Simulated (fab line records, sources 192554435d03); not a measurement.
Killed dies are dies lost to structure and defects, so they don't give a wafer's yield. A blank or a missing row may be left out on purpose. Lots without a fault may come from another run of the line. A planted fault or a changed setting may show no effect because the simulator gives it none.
Which tool did it? | flow n5_finfet | 24 lots, 72 wafers sampled, at 2 steps of a route of 1938

WHAT THE GAUGES READ, wafer by wafer
N5_BEOL_M15_INSPECT_12: inspects for defects (macro). Usual: raw_defect_count 1.9, standard deviation 1.3.
lot  | measured     | on                | raw_defect_count | flag
L076 | day 12 01:56 | defect_inspect-01 | 1 2 1            |
L074 | day 12 05:37 | defect_inspect-01 | 2 1 2            |
L075 | day 12 06:15 | defect_inspect-01 | 1 0 2            |
L077 | day 12 17:53 | defect_inspect-02 | 5 1 1            |
L078 | day 13 05:55 | defect_inspect-02 | 3 4 2            |
L079 | day 13 07:05 | defect_inspect-01 | 2 0 1            |
L080 | day 13 09:04 | defect_inspect-02 | 0 1 2            |
L081 | day 13 14:49 | defect_inspect-01 | 1 2 1            |
L083 | day 14 00:52 | defect_inspect-01 | 1 3 3            |
L084 | day 14 08:26 | defect_inspect-02 | 2 2 3            |
L082 | day 14 11:45 | defect_inspect-02 | 2 2 4            |
L085 | day 14 12:24 | defect_inspect-02 | 3 2 1            |
L086 | day 14 12:44 | defect_inspect-01 | 4 1 3            |
L087 | day 14 20:51 | defect_inspect-01 | 4 1 1            |
L089 | day 15 01:47 | defect_inspect-02 | 2 4 0            |
L088 | day 15 14:13 | defect_inspect-02 | 1 0 2            |
L092 | day 15 14:28 | defect_inspect-01 | 3 1 3            |
L091 | day 15 18:11 | defect_inspect-02 | 5 5 4            |
L090 | day 15 18:14 | defect_inspect-02 | 2 1 1            |
L093 | day 15 21:54 | defect_inspect-02 | 0 2 1            |
L094 | day 16 16:07 | defect_inspect-01 | 1 4 2            |
L095 | day 16 23:41 | defect_inspect-01 | 5 2 4            |
L096 | day 17 01:58 | defect_inspect-02 | 2 2 2            |
L097 | day 17 05:57 | defect_inspect-01 | 4 2 3            |

N5_BEOL_M15_CD_MEAS_28: target cd 407.6 nm. Usual: cd_nm 406.7 nm, standard deviation 2.3.
lot  | measured     | on        | cd_nm (nm)        | flag
L076 | day 12 03:23 | cd_sem-02 | 408.6 408.1 412.8 |
L074 | day 12 07:12 | cd_sem-03 | 404.6 406.1 404.0 |
L075 | day 12 08:14 | cd_sem-02 | 405.0 405.8 406.1 |
L077 | day 12 19:38 | cd_sem-03 | 407.9 404.6 402.8 |
L078 | day 13 07:45 | cd_sem-03 | 410.7 411.2 410.6 |
L079 | day 13 08:41 | cd_sem-01 | 405.3 407.1 406.6 |
L080 | day 13 10:46 | cd_sem-02 | 409.4 409.1 408.8 |
L081 | day 13 16:28 | cd_sem-02 | 403.7 403.5 403.7 |
L083 | day 14 02:43 | cd_sem-03 | 411.6 410.6 410.9 |
L084 | day 14 09:58 | cd_sem-02 | 408.5 405.7 404.6 |
L082 | day 14 13:10 | cd_sem-03 | 404.2 403.0 406.0 |
L085 | day 14 14:10 | cd_sem-02 | 409.4 408.5 409.4 |
L086 | day 14 14:34 | cd_sem-02 | 407.6 406.4 408.9 |
L087 | day 14 22:23 | cd_sem-02 | 407.2 406.6 409.5 |
L089 | day 15 03:37 | cd_sem-01 | 406.4 406.6 405.5 |
L088 | day 15 15:49 | cd_sem-01 | 405.8 408.6 406.2 |
L092 | day 15 15:59 | cd_sem-02 | 404.3 406.9 404.6 |
L091 | day 15 19:45 | cd_sem-01 | 409.6 407.7 406.1 |
L090 | day 15 19:55 | cd_sem-02 | 405.3 405.8 406.9 |
L093 | day 15 23:26 | cd_sem-03 | 407.4 407.2 407.5 |
L094 | day 16 17:47 | cd_sem-01 | 405.8 406.8 405.7 |
L095 | day 17 01:16 | cd_sem-02 | 405.1 405.6 407.3 |
L096 | day 17 03:39 | cd_sem-01 | 406.0 406.3 404.9 |
L097 | day 17 07:26 | cd_sem-02 | 402.0 402.8 402.6 |

WHICH TOOL RAN EACH LOT (tool, then ch and the chambers of the sampled wafers, then the start)
The record holds no process step before these readings.

WHAT THE TOOLS THEMSELVES READ (means of the sampled wafers that have a number; where no wafer has one, the mark that the record gives instead)
The record holds no such reading with a usual standard deviation.

THE ANSWER, worked out from the rows above alone
Rule: a lot is off if the mean of its wafers that have a number lies more than 3 standard deviations from the usual mean. A lot without any number at a reading at which 4 lots or more have one is off too. The other lots that the step has rows for count as sound. The gauges are gone through in route order, then the tools' own readings, and for those a lot's mean is taken as printed above. The first step at which some lot is off is used, and at that step the reading that is off furthest; a lot without a number counts as furthest.
No lot is off at any reading shown: from this, nothing can be told.

WHAT THE SIMULATOR HAD PUT IN
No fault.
